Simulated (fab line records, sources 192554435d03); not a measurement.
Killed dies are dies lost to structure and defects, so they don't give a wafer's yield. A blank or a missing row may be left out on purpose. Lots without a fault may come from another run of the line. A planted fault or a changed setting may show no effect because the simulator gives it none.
Which tool did it? | flow n5_finfet | 24 lots, 72 wafers sampled, at 6 steps of a route of 1938

WHAT THE GAUGES READ, wafer by wafer
N5_ZERO_LAYER_INSPECT_20: inspects for defects (darkfield). Usual: raw_defect_count 31, standard deviation 11.
lot  | measured    | on                | raw_defect_count | flag
L074 | day 1 13:17 | defect_inspect-02 | 39 27 31         |
L075 | day 1 19:17 | defect_inspect-01 | 28 32 24         |
L076 | day 2 01:25 | defect_inspect-01 | 55 33 37         |
L077 | day 2 07:31 | defect_inspect-01 | 31 14 30         |
L078 | day 2 13:19 | defect_inspect-01 | 26 40 23         |
L079 | day 2 19:25 | defect_inspect-02 | 40 22 43         |
L080 | day 3 01:17 | defect_inspect-02 | 24 14 21         |
L081 | day 3 07:23 | defect_inspect-01 | 17 20 42         |
L082 | day 3 13:15 | defect_inspect-02 | 38 31 31         |
L083 | day 3 19:24 | defect_inspect-01 | 35 50 35         |
L084 | day 4 01:25 | defect_inspect-01 | 43 24 14         |
L085 | day 4 07:26 | defect_inspect-01 | 20 25 41         |
L086 | day 4 13:24 | defect_inspect-02 | 24 45 17         |
L087 | day 4 19:16 | defect_inspect-02 | 18 26 29         |
L088 | day 5 01:37 | defect_inspect-01 | 30 42 36         |
L089 | day 5 07:23 | defect_inspect-01 | 16 28 28         |
L090 | day 5 13:31 | defect_inspect-02 | 18 30 49         |
L091 | day 5 19:17 | defect_inspect-01 | 30 25 28         |
L092 | day 6 01:23 | defect_inspect-01 | 28 33 33         |
L093 | day 6 07:24 | defect_inspect-01 | 13 26 32         |
L094 | day 6 13:23 | defect_inspect-01 | 37 35 47         |
L095 | day 6 19:26 | defect_inspect-02 | 16 52 25         |
L096 | day 7 01:23 | defect_inspect-01 | 27 45 37         |
L097 | day 7 07:26 | defect_inspect-02 | 33 30 49         |

N5_FIN_SAQP_THK_MEAS_05. Usual: thk_nm 37.7 nm, standard deviation 0.52.
lot  | measured    | on            | thk_nm (nm)    | flag
L074 | day 1 21:29 | film_metro-02 | 37.8 38.2 38.1 |
L075 | day 2 03:14 | film_metro-02 | 37.6 37.4 37.9 |
L076 | day 2 09:20 | film_metro-01 | 36.9 37.2 38.2 |
L077 | day 2 16:13 | film_metro-01 | 37.5 38.5 38.8 |
L078 | day 2 21:08 | film_metro-01 | 37.7 37.8 37.4 |
L079 | day 3 03:20 | film_metro-02 | 37.9 38.2 38.5 |
L080 | day 3 08:55 | film_metro-01 | 37.1 37.7 38.3 |
L081 | day 3 14:46 | film_metro-02 | 37.4 38.4 38.0 |
L082 | day 3 21:08 | film_metro-02 | 37.3 37.0 37.3 |
L083 | day 4 02:40 | film_metro-01 | 37.1 37.4 37.5 |
L084 | day 4 09:20 | film_metro-02 | 38.3 37.5 37.9 |
L085 | day 4 15:34 | film_metro-01 | 37.8 38.2 37.7 |
L086 | day 4 21:42 | film_metro-02 | 37.5 38.1 38.3 |
L087 | day 5 02:57 | film_metro-01 | 38.3 38.4 38.4 |
L088 | day 5 08:52 | film_metro-02 | 37.3 37.1 38.2 |
L089 | day 5 14:36 | film_metro-02 | 37.5 38.2 37.5 |
L090 | day 5 22:58 | film_metro-01 | 37.9 38.7 38.0 |
L091 | day 6 04:23 | film_metro-01 | 37.5 37.2 38.5 |
L092 | day 6 08:45 | film_metro-02 | 36.9 38.1 37.5 |
L093 | day 6 15:56 | film_metro-02 | 36.6 37.2 38.1 |
L094 | day 6 20:35 | film_metro-02 | 37.4 37.5 37.2 |
L095 | day 7 03:20 | film_metro-01 | 37.1 37.6 37.4 |
L096 | day 7 09:06 | film_metro-01 | 37.1 36.8 37.8 |
L097 | day 7 16:04 | film_metro-01 | 37.0 37.7 37.2 |

WHICH TOOL RAN EACH LOT (tool, then ch and the chambers of the sampled wafers, then the start)
lot  | N5_ZERO_LAYER_DESCUM_16           | N5_WELL_APT_RTA_34              | N5_PMOS_HMC_CHANNEL_EPI_CMP_21 | N5_FIN_SAQP_ALD_61
L074 | rie_diel-06 ch 0,1,3, day 1 12:42 | rtp_anneal-02 ch 0, day 1 15:34 | cmp-01 ch 0,2,3, day 1 20:05   | ald_sin-02 ch 1,2, day 1 20:58
L075 | rie_diel-02 ch 2,3, day 1 18:41   | rtp_anneal-02 ch 0, day 1 21:44 | cmp-04 ch 0,1,2, day 2 01:09   | ald_sin-01 ch 0,1, day 2 02:32
L076 | rie_diel-06 ch 0,1,2, day 2 00:50 | rtp_anneal-01 ch 0, day 2 03:52 | cmp-04 ch 0,2,3, day 2 07:55   | ald_sin-02 ch 0,1,2, day 2 08:49
L077 | rie_diel-06 ch 0,1,2, day 2 06:53 | rtp_anneal-02 ch 0, day 2 10:41 | cmp-04 ch 0,2,3, day 2 14:35   | ald_sin-02 ch 0,1,2, day 2 15:42
L078 | rie_diel-06 ch 0,2,3, day 2 12:42 | rtp_anneal-02 ch 0, day 2 15:41 | cmp-04 ch 0,1,3, day 2 19:43   | ald_sin-02 ch 0,1,2, day 2 20:32
L079 | rie_diel-01 ch 1,2,3, day 2 18:50 | rtp_anneal-02 ch 0, day 2 21:53 | cmp-04 ch 0,3, day 3 01:38     | ald_sin-04 ch 1,2,3, day 3 02:50
L080 | rie_diel-06 ch 1,3, day 3 00:43   | rtp_anneal-01 ch 0, day 3 03:46 | cmp-01 ch 1,2,3, day 3 07:35   | ald_sin-04 ch 0,1,2, day 3 08:25
L081 | rie_diel-02 ch 1,2, day 3 06:49   | rtp_anneal-02 ch 0, day 3 09:58 | cmp-01 ch 1,2,3, day 3 13:20   | ald_sin-01 ch 1,2, day 3 14:14
L082 | rie_diel-01 ch 0,3, day 3 12:41   | rtp_anneal-02 ch 0, day 3 15:54 | cmp-02 ch 0,1,2, day 3 19:19   | ald_sin-01 ch 0,1, day 3 20:38
L083 | rie_diel-01 ch 0,1,3, day 3 18:49 | rtp_anneal-02 ch 0, day 3 21:52 | cmp-02 ch 0,1, day 4 01:16     | ald_sin-04 ch 0,2,3, day 4 02:10
L084 | rie_diel-01 ch 0,1,3, day 4 00:50 | rtp_anneal-02 ch 0, day 4 03:58 | cmp-01 ch 0,2,3, day 4 07:22   | ald_sin-02 ch 2,3, day 4 08:50
L085 | rie_diel-01 ch 1,2,3, day 4 06:52 | rtp_anneal-01 ch 0, day 4 10:04 | cmp-04 ch 2,3, day 4 14:12     | ald_sin-04 ch 2,3, day 4 15:04
L086 | rie_diel-01 ch 0,2,3, day 4 12:49 | rtp_anneal-02 ch 0, day 4 15:43 | cmp-01 ch 0,2,3, day 4 19:10   | ald_sin-04 ch 0,1,2, day 4 21:11
L087 | rie_diel-02 ch 0,1,3, day 4 18:42 | rtp_anneal-02 ch 0, day 4 22:10 | cmp-02 ch 0,1,2, day 5 01:37   | ald_sin-01 ch 0,1,2, day 5 02:29
L088 | rie_diel-06 ch 1,2, day 5 01:02   | rtp_anneal-01 ch 0, day 5 04:01 | cmp-04 ch 1,2,3, day 5 07:28   | ald_sin-02 ch 0,2,3, day 5 08:21
L089 | rie_diel-06 ch 2,3, day 5 06:48   | rtp_anneal-01 ch 0, day 5 09:46 | cmp-01 ch 1,2, day 5 13:08     | ald_sin-04 ch 0,1,3, day 5 14:06
L090 | rie_diel-01 ch 0,2, day 5 12:52   | rtp_anneal-01 ch 0, day 5 15:52 | cmp-04 ch 0,2,3, day 5 19:32   | ald_sin-01 ch 0,1,2, day 5 22:26
L091 | rie_diel-02 ch 0,2,3, day 5 18:42 | rtp_anneal-01 ch 0, day 5 21:49 | cmp-02 ch 0,1,3, day 6 01:44   | ald_sin-04 ch 0,1,3, day 6 03:51
L092 | rie_diel-02 ch 1,2,3, day 6 00:48 | rtp_anneal-02 ch 0, day 6 03:58 | cmp-04 ch 0,1,2, day 6 07:19   | ald_sin-04 ch 0,1,3, day 6 08:14
L093 | rie_diel-06 ch 0,1,2, day 6 06:49 | rtp_anneal-02 ch 0, day 6 10:01 | cmp-02 ch 0,1,3, day 6 14:16   | ald_sin-01 ch 0,2, day 6 15:26
L094 | rie_diel-06 ch 0,1,3, day 6 12:48 | rtp_anneal-01 ch 0, day 6 15:50 | cmp-02 ch 0,1,2, day 6 19:06   | ald_sin-02 ch 1,2,3, day 6 20:04
L095 | rie_diel-01 ch 0,2, day 6 18:52   | rtp_anneal-01 ch 0, day 6 21:55 | cmp-02 ch 0,2,3, day 7 01:46   | ald_sin-01 ch 0,2, day 7 02:38
L096 | rie_diel-01 ch 1,2,3, day 7 00:49 | rtp_anneal-01 ch 0, day 7 03:41 | cmp-02 ch 0,2,3, day 7 07:23   | ald_sin-02 ch 0,1,2, day 7 08:34
L097 | rie_diel-02 ch 2,3, day 7 06:51   | rtp_anneal-01 ch 0, day 7 10:27 | cmp-02 ch 0,2,3, day 7 14:28   | ald_sin-04 ch 0,1,3, day 7 15:31
- N5_ZERO_LAYER_DESCUM_16: chemistry O2, time 7.9 s.
- N5_WELL_APT_RTA_34: time 10 s.
- N5_PMOS_HMC_CHANNEL_EPI_CMP_21: polishes SiGe30, target thk 54 nm.
- N5_FIN_SAQP_ALD_61: deposits SiO2, target thk 4 nm, pulse time 1 s, purge time 2 s.

WHAT THE TOOLS THEMSELVES READ (means of the sampled wafers that have a number; where no wafer has one, the mark that the record gives instead)
N5_ZERO_LAYER_DESCUM_16. Usual: drypump_motor_current_A 5.83 A, standard deviation 0.24; oes_product_au 0.78 a.u., standard deviation 0.098; rf_vpp_V 243.4 V, standard deviation 1.3; showerhead_plenum_p_Torr 2.12 Torr, standard deviation 0.054; temp_c 40.00 C, standard deviation 0.12; throttle_valve_pct 20.5 %, standard deviation 0.33.
lot  | tool        | drypump_motor_current_A (A) | oes_product_au (a.u.) | rf_vpp_V (V) | showerhead_plenum_p_Torr (Torr) | temp_c (C) | throttle_valve_pct (%) | flag
L074 | rie_diel-06 | 5.82                        | 0.72                  | 243.6        | 2.12                            | 40.11      | 20.8                   |
L075 | rie_diel-02 | 5.70                        | 0.74                  | 244.9        | 2.17                            | 39.85      | 20.5                   |
L076 | rie_diel-06 | 5.87                        | 0.73                  | 243.0        | 2.12                            | 40.06      | 20.5                   |
L077 | rie_diel-06 | 5.87                        | 0.74                  | 242.9        | 2.12                            | 40.02      | 20.5                   |
L078 | rie_diel-06 | 5.93                        | 0.72                  | 242.8        | 2.08                            | 39.93      | 20.6                   |
L079 | rie_diel-01 | 5.79                        | 0.73                  | 243.1        | 2.13                            | 39.99      | 20.7                   |
L080 | rie_diel-06 | 5.78                        | 0.71                  | 244.3        | 2.15                            | 40.12      | 20.8                   |
L081 | rie_diel-02 | 6.04                        | 0.77                  | 244.7        | 2.18                            | 39.98      | 20.3                   |
L082 | rie_diel-01 | 5.60                        | 0.84                  | 243.2        | 2.11                            | 39.99      | 20.1                   |
L083 | rie_diel-01 | 5.84                        | 0.85                  | 243.6        | 2.14                            | 39.97      | 20.4                   |
L084 | rie_diel-01 | 5.83                        | 0.84                  | 243.3        | 2.14                            | 40.12      | 20.4                   |
L085 | rie_diel-01 | 5.79                        | 0.85                  | 243.9        | 2.12                            | 40.00      | 20.6                   |
L086 | rie_diel-01 | 5.60                        | 0.90                  | 242.7        | 2.09                            | 40.01      | 20.2                   |
L087 | rie_diel-02 | 6.00                        | 0.75                  | 244.3        | 2.11                            | 39.91      | 20.5                   |
L088 | rie_diel-06 | 5.92                        | 0.74                  | 243.0        | 2.12                            | 39.99      | 20.4                   |
L089 | rie_diel-06 | 5.96                        | 0.72                  | 242.5        | 2.08                            | 40.12      | 20.5                   |
L090 | rie_diel-01 | 5.65                        | 0.96                  | 243.6        | 2.10                            | 39.87      | 20.1                   |
L091 | rie_diel-02 | 5.70                        | 0.73                  | 243.3        | 2.11                            | 40.01      | 20.6                   |
L092 | rie_diel-02 | 5.87                        | 0.74                  | 244.5        | 2.16                            | 40.01      | 20.4                   |
L093 | rie_diel-06 | 5.87                        | 0.80                  | 243.1        | 2.11                            | 39.99      | 20.4                   |
L094 | rie_diel-06 | 5.83                        | 0.78                  | 242.8        | 2.10                            | 40.09      | 20.7                   |
L095 | rie_diel-01 | 5.64                        | 0.94                  | 243.5        | 2.08                            | 39.98      | 20.3                   |
L096 | rie_diel-01 | 5.79                        | 0.80                  | 243.4        | 2.12                            | 39.90      | 20.6                   |
L097 | rie_diel-02 | 5.71                        | 0.71                  | 245.2        | 2.15                            | 39.86      | 20.6                   |

N5_WELL_APT_RTA_34. Usual: lamp_power_pct 13.00 %, standard deviation 0.054; lamp_zone_7_pct 13.42 %, standard deviation 0.034; wafer_temp_C_max 1003.5, standard deviation 1.
lot  | tool          | lamp_power_pct (%) | lamp_zone_7_pct (%) | wafer_temp_C_max | flag
L074 | rtp_anneal-02 | 12.94              | 13.43               | 1003.5           |
L075 | rtp_anneal-02 | 12.97              | 13.39               | 1003.6           |
L076 | rtp_anneal-01 | 13.00              | 13.39               | 1003.3           |
L077 | rtp_anneal-02 | 12.95              | 13.44               | 1003.3           |
L078 | rtp_anneal-02 | 13.04              | 13.42               | 1003.0           |
L079 | rtp_anneal-02 | 12.97              | 13.43               | 1003.3           |
L080 | rtp_anneal-01 | 13.00              | 13.42               | 1004.0           |
L081 | rtp_anneal-02 | 13.04              | 13.40               | 1003.9           |
L082 | rtp_anneal-02 | 13.04              | 13.40               | 1003.8           |
L083 | rtp_anneal-02 | 13.02              | 13.42               | 1003.9           |
L084 | rtp_anneal-02 | 12.99              | 13.46               | 1002.4           |
L085 | rtp_anneal-01 | 13.01              | 13.41               | 1002.7           |
L086 | rtp_anneal-02 | 13.04              | 13.39               | 1003.5           |
L087 | rtp_anneal-02 | 13.01              | 13.47               | 1002.2           |
L088 | rtp_anneal-01 | 13.03              | 13.43               | 1004.2           |
L089 | rtp_anneal-01 | 13.02              | 13.45               | 1003.5           |
L090 | rtp_anneal-01 | 12.98              | 13.45               | 1003.3           |
L091 | rtp_anneal-01 | 12.99              | 13.44               | 1003.3           |
L092 | rtp_anneal-02 | 12.98              | 13.41               | 1004.2           |
L093 | rtp_anneal-02 | 12.98              | 13.45               | 1004.7           |
L094 | rtp_anneal-01 | 13.02              | 13.41               | 1003.2           |
L095 | rtp_anneal-01 | 13.03              | 13.44               | 1003.0           |
L096 | rtp_anneal-01 | 13.02              | 13.40               | 1003.4           |
L097 | rtp_anneal-01 | 12.98              | 13.38               | 1004.7           |

N5_PMOS_HMC_CHANNEL_EPI_CMP_21. Usual: motor_current_A 12.0 A, standard deviation 1.6; pad_life_wafers 981, standard deviation 580.
lot  | tool   | motor_current_A (A) | pad_life_wafers | flag
L074 | cmp-01 | 12.3                | 596             |
L075 | cmp-04 | 11.0                | 1742            |
L076 | cmp-04 | 10.5                | 1826            |
L077 | cmp-04 | 10.3                | 1935            |
L078 | cmp-04 | 10.6                | 1976            |
L079 | cmp-04 | 10.3                | 2047            |
L080 | cmp-01 | 11.8                | 1016            |
L081 | cmp-01 | 12.0                | 1058            |
L082 | cmp-02 | 12.9                | 175             |
L083 | cmp-02 | 12.2                | 230             |
L084 | cmp-01 | 12.2                | 1190            |
L085 | cmp-04 | 10.3                | 223             |
L086 | cmp-01 | 12.2                | 1292            |
L087 | cmp-02 | 12.7                | 429             |
L088 | cmp-04 | 10.6                | 368             |
L089 | cmp-01 | 10.8                | 1440            |
L090 | cmp-04 | 10.4                | 464             |
L091 | cmp-02 | 13.1                | 638             |
L092 | cmp-04 | 10.9                | 583             |
L093 | cmp-02 | 13.8                | 770             |
L094 | cmp-02 | 13.2                | 812             |
L095 | cmp-02 | 13.7                | 866             |
L096 | cmp-02 | 14.0                | 919             |
L097 | cmp-02 | 13.8                | 962             |

N5_FIN_SAQP_ALD_61. Usual: heater_power_w 486 W, standard deviation 38; precursor_pulse_height_rel 1.002, standard deviation 0.019; susceptor_temp_C 299.98 C, standard deviation 0.18.
lot  | tool       | heater_power_w (W) | precursor_pulse_height_rel | susceptor_temp_C (C) | flag
L074 | ald_sin-02 | 480                | 1.003                      | 299.74               |
L075 | ald_sin-01 | 453                | 0.998                      | 299.83               |
L076 | ald_sin-02 | 471                | 1.016                      | 300.04               |
L077 | ald_sin-02 | 481                | 1.009                      | 299.97               |
L078 | ald_sin-02 | 471                | 1.017                      | 300.08               |
L079 | ald_sin-04 | 521                | 0.998                      | 299.97               |
L080 | ald_sin-04 | 515                | 0.998                      | 299.97               |
L081 | ald_sin-01 | 471                | 0.978                      | 299.86               |
L082 | ald_sin-01 | 464                | 1.020                      | 300.05               |
L083 | ald_sin-04 | 536                | 1.007                      | 299.98               |
L084 | ald_sin-02 | 472                | 1.008                      | 300.19               |
L085 | ald_sin-04 | 529                | 0.995                      | 299.89               |
L086 | ald_sin-04 | 503                | 1.009                      | 299.96               |
L087 | ald_sin-01 | 463                | 0.998                      | 299.90               |
L088 | ald_sin-02 | 452                | 0.979                      | 299.98               |
L089 | ald_sin-04 | 514                | 0.979                      | 300.08               |
L090 | ald_sin-01 | 459                | 1.001                      | 300.11               |
L091 | ald_sin-04 | 522                | 1.003                      | 299.91               |
L092 | ald_sin-04 | 519                | 0.997                      | 300.08               |
L093 | ald_sin-01 | 446                | 0.997                      | 300.04               |
L094 | ald_sin-02 | 483                | 1.009                      | 300.04               |
L095 | ald_sin-01 | 445                | 1.013                      | 300.08               |
L096 | ald_sin-02 | 480                | 0.999                      | 300.02               |
L097 | ald_sin-04 | 514                | 1.000                      | 299.91               |

THE ANSWER, worked out from the rows above alone
Rule: a lot is off if the mean of its wafers that have a number lies more than 3 standard deviations from the usual mean. A lot without any number at a reading at which 4 lots or more have one is off too. The other lots that the step has rows for count as sound. The gauges are gone through in route order, then the tools' own readings, and for those a lot's mean is taken as printed above. The first step at which some lot is off is used, and at that step the reading that is off furthest; a lot without a number counts as furthest.
No lot is off at any reading shown: from this, nothing can be told.

WHAT THE SIMULATOR HAD PUT IN
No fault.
